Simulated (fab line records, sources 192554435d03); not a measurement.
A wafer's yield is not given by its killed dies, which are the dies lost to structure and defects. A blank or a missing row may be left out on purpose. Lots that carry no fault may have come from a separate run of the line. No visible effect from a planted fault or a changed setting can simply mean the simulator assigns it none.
fab line records -- flow n5-finfet
record: lots: 7, wafers: 39
route steps=1938 shown PMOS_HMC_CHANNEL_EPI@78 FIN_SAQP@125 DUMMY_GATE@243 SD_EPI_N@267 HKMG_FIN@402
start-h: hours from the record's first day to the start of the lot's first wafer shown -- wait-h: hours from the lot's prior step to this one -- " unchanged from the row above -- L1.1+2: one row covering several wafers at once -- - value missing, or start not given -- * or withheld: withheld -- < > ~ a bound
route shown NAME@n: a module of which the file shows steps, and the number in the route of the first -- usual: mean/standard deviation taken from wafers without a fault -- same: alike in all rows -- chamber/n: place in a boat -- sites: each site's reading -- _std_site: the values' standard deviation -- _edge_site: inner sites' mean taken away from outer sites' mean -- radius-mm: for every site, how far away it sits from the centre of the wafer -- mask NAME#n: copy n -- behind: tool/chamber where the wafer was last shaped -- hold: the reason the lot was held/the length of the hold in hours/how it ended -- device: names the non-switching transistor (n, p or np) -- end of line: at the end of the route, the tests of the same wafers -- for a step that has no rows: nothing shown but its recipe -- killed: dies that structure and defects cost at the first sort, which is not the same as the wafer's yield -- map: the dies of a wafer, with x for killed, . for not killed, _ for no die there
set.NAME: the setting as run; set.NAME@STEP: as run at that earlier step -- model.NAME: the simulator's own value behind a step, which no gauge read
one table per step and one row per wafer, for lots whose settings were changed on purpose
== steps ==
step: N5_PMOS_HMC_CHANNEL_EPI_EPI_20
recipe: material: SiGe30, mask-material: SiO2, pressure-torr: 20, target-thk-a: 590, temp-c: 600
lot.wafer,tool,chamber,start-h,wait-h,set.temp-c,model.SiGe30_of_PMOS_HMC_CHANNEL_EPI_EPI_20.thk-nm
L075.1,epi-rpcvd-04,0,23.73,0.0,600,59.71
L075.2,epi-rpcvd-04,0,23.73,0.0,600,58.91
L075.3,epi-rpcvd-04,0,23.73,0.0,603.3,62.55
L075.4,epi-rpcvd-04,0,23.73,0.0,603.3,62.37
L075.5,epi-rpcvd-04,0,23.73,0.0,600,58.79
L075.6,epi-rpcvd-04,0,23.73,0.0,603.3,62.12
L077.1,epi-rpcvd-02,0,35.78,0.0,600,58.71
L077.2,epi-rpcvd-02,0,35.78,0.0,600,58.91
L077.6,epi-rpcvd-02,0,35.78,0.0,600,59.18
L078.1,epi-rpcvd-03,0,42.12,0.0,603.6,62.75
L078.2,epi-rpcvd-03,0,42.12,0.0,603.6,62.8
L078.3,epi-rpcvd-03,0,42.12,0.0,603.6,62.53
L078.4,epi-rpcvd-03,0,42.12,0.0,600,58.9
L078.5,epi-rpcvd-03,0,42.12,0.0,600,57.74
L078.6,epi-rpcvd-03,0,42.12,0.0,600,58.45
L084.1,epi-rpcvd-03,0,78.10,0.0,600,58.25
L084.2,epi-rpcvd-03,0,78.10,0.0,595,53.32
L084.3,epi-rpcvd-03,0,78.10,0.0,595,53.37
L084.4,epi-rpcvd-03,0,78.10,0.0,600,59.03
L084.5,epi-rpcvd-03,0,78.10,0.0,600,59.12
L084.6,epi-rpcvd-03,0,78.10,0.0,595,53.15
L085.1,epi-rpcvd-04,0,83.82,0.0,596.5,54.85
L085.2,epi-rpcvd-04,0,83.82,0.0,596.5,55.61
L085.3,epi-rpcvd-04,0,83.82,0.0,596.5,55.93
L085.4,epi-rpcvd-04,0,83.82,0.0,600,59.09
L085.5,epi-rpcvd-04,0,83.82,0.0,600,59.12
L085.6,epi-rpcvd-04,0,83.82,0.0,600,59.13
L089.1,epi-rpcvd-02,0,108.04,0.0,600,60.68
L089.2,epi-rpcvd-02,0,108.04,0.0,600,59.47
L089.3,epi-rpcvd-02,0,108.04,0.0,600,59.75
L089.4,epi-rpcvd-02,0,108.04,0.0,600,60.15
L089.5,epi-rpcvd-02,0,108.04,0.0,600,59.42
L089.6,epi-rpcvd-02,0,108.04,0.0,600,60.43
L090.1,epi-rpcvd-04,0,114.52,0.0,600,59.29
L090.2,epi-rpcvd-04,0,114.52,0.0,600,59.39
L090.3,epi-rpcvd-04,0,114.52,0.0,600,59.18
L090.4,epi-rpcvd-04,0,114.52,0.0,605.1,65.3
L090.5,epi-rpcvd-04,0,114.52,0.0,605.1,65.99
L090.6,epi-rpcvd-04,0,114.52,0.0,605.1,64.91
step: N5_FIN_SAQP_SPACER1_ALD_24
recipe: material: SiO2, target-thk-a: 203, temp-c: 300, ald-precursor-family: BDEAS, ald-co-reactant: O2-plasma, pulse-time-s: 1, purge-time-s: 2, co-reactant-purge-time-s: 2, ald-cycles: 218, pressure-torr: 2
lot.wafer,tool,chamber,start-h,wait-h,set.ald-cycles,model.SiO2_of_FIN_SAQP_SPACER1_ALD_24.thk-nm
L075.1+2,ald-sin-04,"3,2",28.50,0.3,235,21.8
L075.3+6,ald-sin-04,0,28.50,0.3,218,20.4
L075.4,ald-sin-04,1,28.50,0.3,235,22
L075.5,ald-sin-04,3,28.50,0.3,218,20.2
L077.1+2,ald-sin-03,"0,3",41.43,1.1,218,20.2
L077.6,ald-sin-03,2,41.43,1.1,218,20.4
L078.1+2+3+5+6,ald-sin-02,"3,2,1,2,1",47.02,0.3,218,20.4
L078.4,ald-sin-02,0,47.02,0.3,218,20.2
L084.1+5,ald-sin-04,"1,3",83.23,0.3,198,18.6
L084.2+4,ald-sin-04,"0,2",83.23,0.3,218,20.6
L084.3,ald-sin-04,3,83.23,0.3,218,20.4
L084.6,ald-sin-04,0,83.23,0.3,198,18.8
L085.1+5,ald-sin-02,1,90.00,1.7,248,23
L085.2+4+6,ald-sin-02,"0,2,2",90.00,1.7,218,20.2
L085.3,ald-sin-02,3,90.00,1.7,248,22.8
L089.1+3+5,ald-sin-02,"2,3,2",112.97,0.3,204,19
L089.2+6,ald-sin-02,"0,1",112.97,0.3,218,20.4
L089.4,ald-sin-02,1,112.97,0.3,218,20.2
L090.1+5,ald-sin-03,2,119.01,0.3,218,20.6
L090.2+4+6,ald-sin-03,"1,0,3",119.01,0.3,206,19.2
L090.3,ald-sin-03,3,119.01,0.3,218,20.4
step: N5_FIN_SAQP_SPACER1_ETCHBACK_25
recipe: chemistry: CHF3/O2, mode: anisotropic-etchback, target: SiO2, target-depth-a: 244, time-s: 12.2, pressure-mtorr: 30, source-w: 650, bias-w: 170, Ar_flow_sccm: 200, CHF3_flow_sccm: 50, O2_flow_sccm: 5, ion-energy-ev: 200
step: N5_FIN_SAQP_MANDREL1_REMOVE_56
recipe: chemistry: HBr/Cl2/O2, bt-time-s: 10, target: a-Si, stop-on: SiNx, endpoint: OES-SiCl, over-etch-frac: 1, icp-w: 600, bias-w: 22, HBr_flow_sccm: 150, Cl2_flow_sccm: 80, O2_flow_sccm: 5, pressure-mtorr: 10
lot.wafer,tool,chamber,start-h,wait-h,set.ald-cycles@FIN_SAQP_SPACER1_ALD_24,model.FIN_SAQP.cd-nm
L075.1+2,rie-si-02,"1,3",29.36,0.1,235,21.8
L075.3+5,rie-si-02,"0,1",29.36,0.1,218,20.2
L075.4,rie-si-02,3,29.36,0.1,235,22
L075.6,rie-si-02,0,29.36,0.1,218,20.4
L077.1,rie-si-01,1,42.23,0.1,218,20.4
L077.2+6,rie-si-01,"2,3",42.23,0.1,218,20.2
L078.1+2+4+5,rie-si-02,"2,1,3,1",47.82,0.1,218,20.2
L078.3+6,rie-si-02,"0,2",47.82,0.1,218,20.4
L084.1+5,rie-si-04,"3,1",84.04,0.1,198,18.6
L084.2,rie-si-04,1,84.04,0.1,218,20.6
L084.3+4,rie-si-04,"0,2",84.04,0.1,218,20.4
L084.6,rie-si-04,2,84.04,0.1,198,18.8
L085.1+5,rie-si-02,"0,1",90.96,0.1,248,22.8
L085.2,rie-si-02,2,90.96,0.1,218,20.2
L085.3,rie-si-02,3,90.96,0.1,248,22.6
L085.4+6,rie-si-02,"1,2",90.96,0.1,218,20
L089.1+3+5,rie-si-01,"2,3,3",113.77,0.1,204,18.8
L089.2+4+6,rie-si-01,"1,0,0",113.77,0.1,218,20.2
L090.1+5,rie-si-04,"1,0",119.89,0.1,218,20.6
L090.2,rie-si-04,2,119.89,0.1,206,19
L090.3,rie-si-04,0,119.89,0.1,218,20.4
L090.4+6,rie-si-04,3,119.89,0.1,206,19.2
step: N5_FIN_SAQP_CD_MEAS_27
recipe: target-cd-nm: 20, landing-energy-ev: 1000, detector: se-inlens, polarity: line
usual: cd-nm: 20.25/0.26
lot.wafer,tool,chamber,start-h,wait-h,set.ald-cycles@FIN_SAQP_SPACER1_ALD_24,cd-nm
L075.1,cd-sem-02,0,29.47,0.1,235,21.67
L075.2,cd-sem-02,0,29.47,0.1,235,21.68
L075.3,cd-sem-02,0,29.47,0.1,218,20.18
L075.4,cd-sem-02,0,29.47,0.1,235,22.06
L075.5,cd-sem-02,0,29.47,0.1,218,20.32
L075.6,cd-sem-02,0,29.47,0.1,218,20.45
L077.1,cd-sem-03,0,42.34,0.1,218,20.20
L077.2,cd-sem-03,0,42.34,0.1,218,20.10
L077.6,cd-sem-03,0,42.34,0.1,218,20.48
L078.1,cd-sem-01,0,47.93,0.1,218,20.59
L078.2,cd-sem-01,0,47.93,0.1,218,20.28
L078.3,cd-sem-01,0,47.93,0.1,218,20.08
L078.4,cd-sem-01,0,47.93,0.1,218,20.34
L078.5,cd-sem-01,0,47.93,0.1,218,20.48
L078.6,cd-sem-01,0,47.93,0.1,218,20.55
L084.1,cd-sem-03,0,84.15,0.1,198,18.09
L084.2,cd-sem-03,0,84.15,0.1,218,20.60
L084.3,cd-sem-03,0,84.15,0.1,218,20.25
L084.4,cd-sem-03,0,84.15,0.1,218,20.35
L084.5,cd-sem-03,0,84.15,0.1,198,18.95
L084.6,cd-sem-03,0,84.15,0.1,198,18.86
L085.1,cd-sem-01,0,91.07,0.1,248,22.84
L085.2,cd-sem-01,0,91.07,0.1,218,20.55
L085.3,cd-sem-01,0,91.07,0.1,248,22.63
L085.4,cd-sem-01,0,91.07,0.1,218,20.13
L085.5,cd-sem-01,0,91.07,0.1,248,22.49
L085.6,cd-sem-01,0,91.07,0.1,218,20.50
L089.1,cd-sem-03,0,113.88,0.1,204,18.77
L089.2,cd-sem-03,0,113.88,0.1,218,20.02
L089.3,cd-sem-03,0,113.88,0.1,204,19.20
L089.4,cd-sem-03,0,113.88,0.1,218,19.88
L089.5,cd-sem-03,0,113.88,0.1,204,19.22
L089.6,cd-sem-03,0,113.88,0.1,218,20.43
L090.1,cd-sem-01,0,120.01,0.1,218,20.31
L090.2,cd-sem-01,0,120.01,0.1,206,18.97
L090.3,cd-sem-01,0,120.01,0.1,218,20.28
L090.4,cd-sem-01,0,120.01,0.1,206,19.16
L090.5,cd-sem-01,0,120.01,0.1,218,20.57
L090.6,cd-sem-01,0,120.01,0.1,206,19.07
step: N5_DUMMY_GATE_ETCH_31
recipe: chemistry: C4F6/O2, target: SiO2, mask-material: SOC, target-depth-a: 825, time-s: 27.5, ion-energy-ev: 250, pressure-mtorr: 30, source-w: 345, bias-w: 185, Ar_flow_sccm: 300, C4F6_flow_sccm: 10, O2_flow_sccm: 10
lot.wafer,tool,chamber,start-h,wait-h,set.target-depth-a,model.etch.depth-nm,model.SOC_of_DUMMY_GATE_COAT_34.thk-nm
L075.1,rie-diel-01,2,51.37,0.0,825,80.72,51.4
L075.2,rie-diel-01,3,51.37,0.0,825,80.58,51.6
L075.3,rie-diel-01,0,51.37,0.0,825,81.01,51.8
L075.4,rie-diel-01,1,51.37,0.0,825,83.95,51.4
L075.5,rie-diel-01,1,51.37,0.0,825,84.22,51.6
L075.6,rie-diel-01,2,51.37,0.0,825,81.05,51.6
L077.1,rie-diel-03,3,72.35,0.0,825,81.22,52
L077.2,rie-diel-03,0,72.35,0.0,825,81.65,52
L077.6,rie-diel-03,3,72.35,0.0,825,81.66,51.8
L078.1,rie-diel-04,3,76.18,0.0,825,81.65,51.6
L078.2,rie-diel-04,2,76.18,0.0,779.5,76.42,52
L078.3,rie-diel-04,0,76.18,0.0,779.5,77.47,52
L078.4,rie-diel-04,1,76.18,0.0,825,81.91,51.6
L078.5,rie-diel-04,0,76.18,0.0,779.5,77.65,52
L078.6,rie-diel-04,3,76.18,0.0,825,82.23,51.6
L084.1,rie-diel-04,2,109.21,0.3,825,82.54,51.8
L084.2,rie-diel-04,0,109.21,0.3,825,83.28,51.8
L084.3,rie-diel-04,3,109.21,0.3,733.3,73.59,52.6
L084.4,rie-diel-04,1,109.21,0.3,825,82.92,51.8
L084.5,rie-diel-04,3,109.21,0.3,733.3,73.29,52.8
L084.6,rie-diel-04,2,109.21,0.3,733.3,73.26,52.8
L085.1,rie-diel-04,1,122.06,0.2,825,82.8,51.6
L085.2,rie-diel-04,2,122.06,0.2,825,82.37,51.4
L085.3,rie-diel-04,0,122.06,0.2,825,83.57,51.4
L085.4,rie-diel-04,0,122.06,0.2,825,83.51,51.4
L085.5,rie-diel-04,2,122.06,0.2,825,82.45,51.8
L085.6,rie-diel-04,1,122.06,0.2,825,83.45,51.4
L089.1,rie-diel-01,3,136.64,0.0,893.2,87.42,51.2
L089.2,rie-diel-01,1,136.64,0.0,825,83.11,51.6
L089.3,rie-diel-01,0,136.64,0.0,893.2,87.11,51
L089.4,rie-diel-01,2,136.64,0.0,825,80.33,51.8
L089.5,rie-diel-01,3,136.64,0.0,825,79.66,52
L089.6,rie-diel-01,2,136.64,0.0,893.2,87.38,51
L090.1,rie-diel-01,1,143.97,0.0,825,83.55,51.8
L090.2,rie-diel-01,0,143.97,0.0,878.7,85.09,51.4
L090.3,rie-diel-01,3,143.97,0.0,878.7,86.13,51.4
L090.4,rie-diel-01,1,143.97,0.0,825,83.38,51.6
L090.5,rie-diel-01,3,143.97,0.0,878.7,86.26,51.2
L090.6,rie-diel-01,0,143.97,0.0,825,80.38,52
step: N5_SD_EPI_N_EXPOSE_06
recipe: mask-id: SD_N_BLK, na: 1.35, source-shape: conventional, sigma-outer: 0.8, polarization: unpolarized, target-cd-nm: 120, dose-mj: 39.75
lot.wafer,tool,chamber,start-h,wait-h,mask,set.dose-mj
L075.1+3+4,arfi-scanner-03,0,53.16,-,SD_N_BLK#0,39.75
L075.2+5+6,arfi-scanner-03,0,53.16,-,SD_N_BLK#0,41.85
L077.1+2+6,arfi-scanner-02,0,73.83,-,SD_N_BLK#0,39.75
L078.1+4+5,arfi-scanner-01,0,77.98,-,SD_N_BLK#0,42.49
L078.2+3+6,arfi-scanner-01,0,77.98,-,SD_N_BLK#0,39.75
L084.1+2+3+4+5+6,arfi-scanner-02,0,111.12,-,SD_N_BLK#0,39.75
L085.1+2+3+4+5+6,arfi-scanner-02,0,123.73,-,SD_N_BLK#0,39.75
L089.1+2+4,arfi-scanner-03,0,138.25,-,SD_N_BLK#0,38.91
L089.3+5+6,arfi-scanner-03,0,138.25,-,SD_N_BLK#0,39.75
L090.1+4+5,arfi-scanner-02,0,146.67,-,SD_N_BLK#0,36.76
L090.2+3+6,arfi-scanner-02,0,146.67,-,SD_N_BLK#0,39.75
step: N5_SD_EPI_N_PEB_07
recipe: peb-temp-c: 110, peb-time-s: 60, resist: CAR-ArF-block
step: N5_SD_EPI_N_DEVELOP_08
recipe: develop-time-s: 30, developer: TMAH, resist: CAR-ArF-block, dev-temp-c: 23, rinse-liquid: diw, dry: air-spin
step: N5_SD_EPI_N_CD_MEAS_09
recipe: target-cd-nm: 120, landing-energy-ev: 500, detector: se-inlens
usual: cd-nm: 120.2/0.79
lot.wafer,tool,chamber,start-h,wait-h,set.dose-mj@SD_EPI_N_EXPOSE_06,cd-nm
L075.1,cd-sem-02,0,53.28,-,39.75,120.4
L075.2,cd-sem-02,0,53.28,-,41.85,123.8
L075.3,cd-sem-02,0,53.28,-,39.75,120.3
L075.4,cd-sem-02,0,53.28,-,39.75,121.1
L075.5,cd-sem-02,0,53.28,-,41.85,124.0
L075.6,cd-sem-02,0,53.28,-,41.85,123.4
L077.1,cd-sem-01,0,73.96,-,39.75,118.9
L077.2,cd-sem-01,0,73.96,-,39.75,119.2
L077.6,cd-sem-01,0,73.96,-,39.75,119.1
L078.1,cd-sem-03,0,78.11,-,42.49,124.5
L078.2,cd-sem-03,0,78.11,-,39.75,119.7
L078.3,cd-sem-03,0,78.11,-,39.75,119.2
L078.4,cd-sem-03,0,78.11,-,42.49,124.0
L078.5,cd-sem-03,0,78.11,-,42.49,124.4
L078.6,cd-sem-03,0,78.11,-,39.75,120.9
L084.1,cd-sem-02,0,111.24,-,39.75,119.2
L084.2,cd-sem-02,0,111.24,-,39.75,120.2
L084.3,cd-sem-02,0,111.24,-,39.75,119.9
L084.4,cd-sem-02,0,111.24,-,39.75,119.8
L084.5,cd-sem-02,0,111.24,-,39.75,120.7
L084.6,cd-sem-02,0,111.24,-,39.75,120.2
L085.1,cd-sem-02,0,123.85,-,39.75,122.6
L085.2,cd-sem-02,0,123.85,-,39.75,120.4
L085.3,cd-sem-02,0,123.85,-,39.75,120.3
L085.4,cd-sem-02,0,123.85,-,39.75,120.9
L085.5,cd-sem-02,0,123.85,-,39.75,120.8
L085.6,cd-sem-02,0,123.85,-,39.75,121.6
L089.1,cd-sem-03,0,138.37,-,38.91,116.2
L089.2,cd-sem-03,0,138.37,-,38.91,117.2
L089.3,cd-sem-03,0,138.37,-,39.75,118.5
L089.4,cd-sem-03,0,138.37,-,38.91,117.5
L089.5,cd-sem-03,0,138.37,-,39.75,120.2
L089.6,cd-sem-03,0,138.37,-,39.75,119.6
L090.1,cd-sem-01,0,146.80,-,36.76,114.9
L090.2,cd-sem-01,0,146.80,-,39.75,120.9
L090.3,cd-sem-01,0,146.80,-,39.75,120.2
L090.4,cd-sem-01,0,146.80,-,36.76,115.0
L090.5,cd-sem-01,0,146.80,-,36.76,113.6
L090.6,cd-sem-01,0,146.80,-,39.75,119.6
step: N5_SD_EPI_N_DESCUM_14
recipe: chemistry: O2, time-s: 7.9, source-power-w: 50, bias-power-w: 20, pressure-mtorr: 20, rf-frequency-hz: 2.712e+07, temp-c: 40, resist: CAR-ArF-block, o2-flow-sccm: 225
lot.wafer,tool,chamber,start-h,wait-h,set.dose-mj@SD_EPI_N_EXPOSE_06,model.SD_EPI_N.cd-nm
L075.1,rie-diel-02,2,53.37,0.0,39.75,120.4
L075.2+6,rie-diel-02,"3,0",53.37,0.0,41.85,123.4
L075.3,rie-diel-02,0,53.37,0.0,39.75,120.2
L075.4,rie-diel-02,1,53.37,0.0,39.75,121.2
L075.5,rie-diel-02,1,53.37,0.0,41.85,124
L077.1,rie-diel-05,2,74.22,0.2,39.75,118.8
L077.2,rie-diel-05,0,74.22,0.2,39.75,119
L077.6,rie-diel-05,2,74.22,0.2,39.75,119.4
L078.1,rie-diel-05,1,78.43,0.3,42.49,124.8
L078.2+3,rie-diel-05,"2,0",78.43,0.3,39.75,119.4
L078.4+5,rie-diel-05,"3,2",78.43,0.3,42.49,124.2
L078.6,rie-diel-05,1,78.43,0.3,39.75,121.2
L084.1,rie-diel-05,0,111.33,0.0,39.75,119
L084.2,rie-diel-05,2,111.33,0.0,39.75,120
L084.3,rie-diel-05,1,111.33,0.0,39.75,120.2
L084.4,rie-diel-05,3,111.33,0.0,39.75,119.8
L084.5,rie-diel-05,2,111.33,0.0,39.75,120.8
L084.6,rie-diel-05,3,111.33,0.0,39.75,120.4
L085.1,rie-diel-02,0,123.94,0.0,39.75,122
L085.2,rie-diel-02,2,123.94,0.0,39.75,120.6
L085.3,rie-diel-02,3,123.94,0.0,39.75,120.2
L085.4+5,rie-diel-02,1,123.94,0.0,39.75,121.2
L085.6,rie-diel-02,2,123.94,0.0,39.75,121.6
L089.1,rie-diel-05,1,138.46,0.0,38.91,116.4
L089.2,rie-diel-05,0,138.46,0.0,38.91,116.8
L089.3,rie-diel-05,2,138.46,0.0,39.75,118.8
L089.4,rie-diel-05,3,138.46,0.0,38.91,117.6
L089.5,rie-diel-05,1,138.46,0.0,39.75,120.2
L089.6,rie-diel-05,0,138.46,0.0,39.75,119.8
L090.1,rie-diel-06,2,147.32,0.5,36.76,115
L090.2,rie-diel-06,0,147.32,0.5,39.75,120.8
L090.3,rie-diel-06,3,147.32,0.5,39.75,120.4
L090.4,rie-diel-06,1,147.32,0.5,36.76,115.2
L090.5,rie-diel-06,0,147.32,0.5,36.76,113.6
L090.6,rie-diel-06,1,147.32,0.5,39.75,120
step: N5_SD_EPI_N_ETCH_34
recipe: chemistry: CF4, target: SiARC, target-depth-a: 455, mask-material: CAR-ArF-block, time-s: 75.8, ion-energy-ev: 80, pressure-mtorr: 40, source-w: 545, bias-w: 36, Ar_flow_sccm: 100, cf4-flow-sccm: 100, ends: cleared
lot.wafer,tool,chamber,start-h,wait-h,set.dose-mj@SD_EPI_N_EXPOSE_06,model.SD_EPI_N.cd-nm
L075.1,rie-diel-02,2,53.41,0.0,39.75,120.4
L075.2,rie-diel-02,3,53.41,0.0,41.85,123.4
L075.3,rie-diel-02,0,53.41,0.0,39.75,120
L075.4,rie-diel-02,1,53.41,0.0,39.75,121.2
L075.5,rie-diel-02,1,53.41,0.0,41.85,124
L075.6,rie-diel-02,0,53.41,0.0,41.85,123.2
L077.1,rie-diel-05,2,74.25,0.0,39.75,119
L077.2,rie-diel-05,0,74.25,0.0,39.75,119.2
L077.6,rie-diel-05,2,74.25,0.0,39.75,119.6
L078.1,rie-diel-05,1,78.46,0.0,42.49,125
L078.2,rie-diel-05,2,78.46,0.0,39.75,119.6
L078.3,rie-diel-05,0,78.46,0.0,39.75,119.4
L078.4+5,rie-diel-05,"3,2",78.46,0.0,42.49,124.4
L078.6,rie-diel-05,1,78.46,0.0,39.75,121.4
L084.1,rie-diel-05,0,111.36,0.0,39.75,119
L084.2+3+6,rie-diel-05,"2,1,3",111.36,0.0,39.75,120.2
L084.4,rie-diel-05,3,111.36,0.0,39.75,119.8
L084.5,rie-diel-05,2,111.36,0.0,39.75,120.8
L085.1,rie-diel-02,0,123.97,0.0,39.75,122
L085.2,rie-diel-02,2,123.97,0.0,39.75,120.6
L085.3,rie-diel-02,3,123.97,0.0,39.75,120.4
L085.4+5,rie-diel-02,1,123.97,0.0,39.75,121.4
L085.6,rie-diel-02,2,123.97,0.0,39.75,121.8
L089.1,rie-diel-05,1,138.50,0.0,38.91,116.4
L089.2,rie-diel-05,0,138.50,0.0,38.91,117
L089.3,rie-diel-05,2,138.50,0.0,39.75,118.8
L089.4,rie-diel-05,3,138.50,0.0,38.91,117.6
L089.5,rie-diel-05,1,138.50,0.0,39.75,120.4
L089.6,rie-diel-05,0,138.50,0.0,39.75,119.8
L090.1,rie-diel-06,2,147.35,0.0,36.76,115.2
L090.2,rie-diel-06,0,147.35,0.0,39.75,120.6
L090.3,rie-diel-06,3,147.35,0.0,39.75,120.2
L090.4,rie-diel-06,1,147.35,0.0,36.76,114.8
L090.5,rie-diel-06,0,147.35,0.0,36.76,113.6
L090.6,rie-diel-06,1,147.35,0.0,39.75,119.8
step: N5_SD_EPI_N_LINER_46
recipe: material: SiNx, target-thk-a: 30, temp-c: 400, ald-precursor-family: SiH2I2, ald-co-reactant: N2/H2-plasma, pressure-torr: 2
lot.wafer,tool,chamber,start-h,wait-h,set.target-thk-a,model.SiNx_of_SD_EPI_N_LINER_46.thk-nm
L075.1+2+3,ald-sin-04,"0,1,3",57.18,0.3,31.31,3.2
L075.4+5+6,ald-sin-04,"2,0,3",57.18,0.3,30,3
L077.1+2+6,ald-sin-04,"2,0,3",77.91,0.2,30,3
L078.1+2+4,ald-sin-03,"1,2,0",82.89,0.2,25.6,2.6
L078.3+5+6,ald-sin-03,"3,3,2",82.89,0.2,30,3
L084.1+3+4,ald-sin-03,"2,0,0",115.23,0.4,27.47,2.8
L084.2+5+6,ald-sin-03,"3,3,2",115.23,0.4,30,3
L085.1+3+4,ald-sin-02,"3,0,2",127.92,0.2,30,3
L085.2+5+6,ald-sin-02,"1,2,3",127.92,0.2,31.99,3.2
L089.1+3+4,ald-sin-03,"0,2,3",142.16,0.2,32.67,3.2
L089.2+5+6,ald-sin-03,"1,1,0",142.16,0.2,30,3
L090.1+2+5,ald-sin-03,"0,3,3",152.98,0.4,26.1,2.6
L090.3+4+6,ald-sin-03,"2,1,0",152.98,0.4,30,3
step: N5_HKMG_FIN_ETCH_54
recipe: chemistry: CF4, target: SiARC, target-depth-a: 455, mask-material: CAR-ArF, time-s: 75.8, ion-energy-ev: 80, pressure-mtorr: 40, source-w: 545, bias-w: 36, Ar_flow_sccm: 100, cf4-flow-sccm: 100, ends: cleared
usual: etch-rf-on-time-s: 75.0/1.3, rf-vpp-V: 184.4/0.95
lot.wafer,tool,chamber,start-h,wait-h,set.source-w,etch-rf-on-time-s,rf-vpp-V
L075.1,rie-diel-02,0,75.28,0.0,545,74.6,184.6
L075.2,rie-diel-02,3,75.28,0.0,545,75.3,184.1
L075.3,rie-diel-02,2,75.28,0.0,545,77.9,184.4
L075.4,rie-diel-02,1,75.28,0.0,545,77.0,183.1
L075.5,rie-diel-02,2,75.28,0.0,545,78.0,184.7
L075.6,rie-diel-02,3,75.28,0.0,545,74.7,182.3
L077.1,rie-diel-06,2,96.76,0.0,545,75.1,184.2
L077.2,rie-diel-06,1,96.76,0.0,545,73.8,184.3
L077.6,rie-diel-06,0,96.76,0.0,545,76.1,183.6
L078.1,rie-diel-06,3,102.56,0.0,478.7,83.2,193.7
L078.2,rie-diel-06,2,102.56,0.0,478.7,84.9,192.5
L078.3,rie-diel-06,1,102.56,0.0,478.7,83.1,194.5
L078.4,rie-diel-06,0,102.56,0.0,545,75.6,183.6
L078.5,rie-diel-06,0,102.56,0.0,545,75.6,184.8
L078.6,rie-diel-06,1,102.56,0.0,545,73.5,185.1
L084.1,rie-diel-06,3,133.90,0.0,592.6,69.6,179.0
L084.2,rie-diel-06,2,133.90,0.0,592.6,69.8,178.0
L084.3,rie-diel-06,1,133.90,0.0,545,74.6,183.8
L084.4,rie-diel-06,0,133.90,0.0,545,75.5,185.6
L084.5,rie-diel-06,0,133.90,0.0,545,76.2,184.0
L084.6,rie-diel-06,3,133.90,0.0,592.6,70.0,178.5
L085.1,rie-diel-06,1,146.28,0.0,545,74.1,184.4
L085.2,rie-diel-06,2,146.28,0.0,625.7,67.1,176.9
L085.3,rie-diel-06,3,146.28,0.0,625.7,66.5,175.4
L085.4,rie-diel-06,0,146.28,0.0,545,75.3,184.9
L085.5,rie-diel-06,2,146.28,0.0,545,75.6,182.0
L085.6,rie-diel-06,3,146.28,0.0,625.7,67.1,175.1
L089.1,rie-diel-06,2,161.88,0.0,545,76.0,185.0
L089.2,rie-diel-06,3,161.88,0.0,545,74.9,184.5
L089.3,rie-diel-06,0,161.88,0.0,622.4,67.4,177.1
L089.4,rie-diel-06,3,161.88,0.0,622.4,66.8,175.5
L089.5,rie-diel-06,2,161.88,0.0,622.4,67.5,176.5
L089.6,rie-diel-06,0,161.88,0.0,545,75.9,183.6
L090.1,rie-diel-02,2,174.01,0.0,599,70.7,178.4
L090.2,rie-diel-02,3,174.01,0.0,599,68.5,178.7
L090.3,rie-diel-02,0,174.01,0.0,599,67.8,180.0
L090.4,rie-diel-02,1,174.01,0.0,545,75.9,183.4
L090.5,rie-diel-02,2,174.01,0.0,545,77.6,184.0
L090.6,rie-diel-02,1,174.01,0.0,545,76.1,183.6
== key ==
split: step: N5_PMOS_HMC_CHANNEL_EPI_EPI_20, setting: temp-c, stated: 600, by: wafer
response: step: N5_PMOS_HMC_CHANNEL_EPI_EPI_20, reading: model.SiGe30_of_PMOS_HMC_CHANNEL_EPI_EPI_20.thk-nm, change: +6.73, per: 1%, r: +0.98
split: step: N5_FIN_SAQP_SPACER1_ALD_24, setting: ald-cycles, stated: 218, by: wafer
response: step: N5_FIN_SAQP_SPACER1_ALD_24, reading: model.SiO2_of_FIN_SAQP_SPACER1_ALD_24.thk-nm, change: +0.203, per: 1%, r: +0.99
response: step: N5_FIN_SAQP_MANDREL1_REMOVE_56, reading: model.FIN_SAQP.cd-nm, change: +0.203, per: 1%, r: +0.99
response: step: N5_FIN_SAQP_CD_MEAS_27, reading: cd-nm, change: +0.18, per: 1%, r: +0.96
split: step: N5_DUMMY_GATE_ETCH_31, setting: target-depth-a, stated: 825, by: wafer
response: step: N5_DUMMY_GATE_ETCH_31, reading: model.etch.depth-nm, change: +0.778, per: 1%, r: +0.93
response: step: N5_DUMMY_GATE_ETCH_31, reading: model.SOC_of_DUMMY_GATE_COAT_34.thk-nm, change: -0.0819, per: 1%, r: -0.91
split: step: N5_SD_EPI_N_EXPOSE_06, setting: dose-mj, stated: 39.75, by: wafer
response: step: N5_SD_EPI_N_CD_MEAS_09, reading: cd-nm, change: +0.699, per: 1%, r: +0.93
response: step: N5_SD_EPI_N_DESCUM_14, reading: model.SD_EPI_N.cd-nm, change: +0.699, per: 1%, r: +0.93
response: step: N5_SD_EPI_N_ETCH_34, reading: model.SD_EPI_N.cd-nm, change: +0.695, per: 1%, r: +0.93
split: step: N5_SD_EPI_N_LINER_46, setting: target-thk-a, stated: 30, by: wafer
response: step: N5_SD_EPI_N_LINER_46, reading: model.SiNx_of_SD_EPI_N_LINER_46.thk-nm, change: +0.028, per: 1%, r: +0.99
split: step: N5_HKMG_FIN_ETCH_54, setting: source-w, stated: 545, by: wafer
response: step: N5_HKMG_FIN_ETCH_54, reading: etch-rf-on-time-s, change: *, per: 1%, r: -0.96
response: step: N5_HKMG_FIN_ETCH_54, reading: rf-vpp-V, change: -0.591, per: 1%, r: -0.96
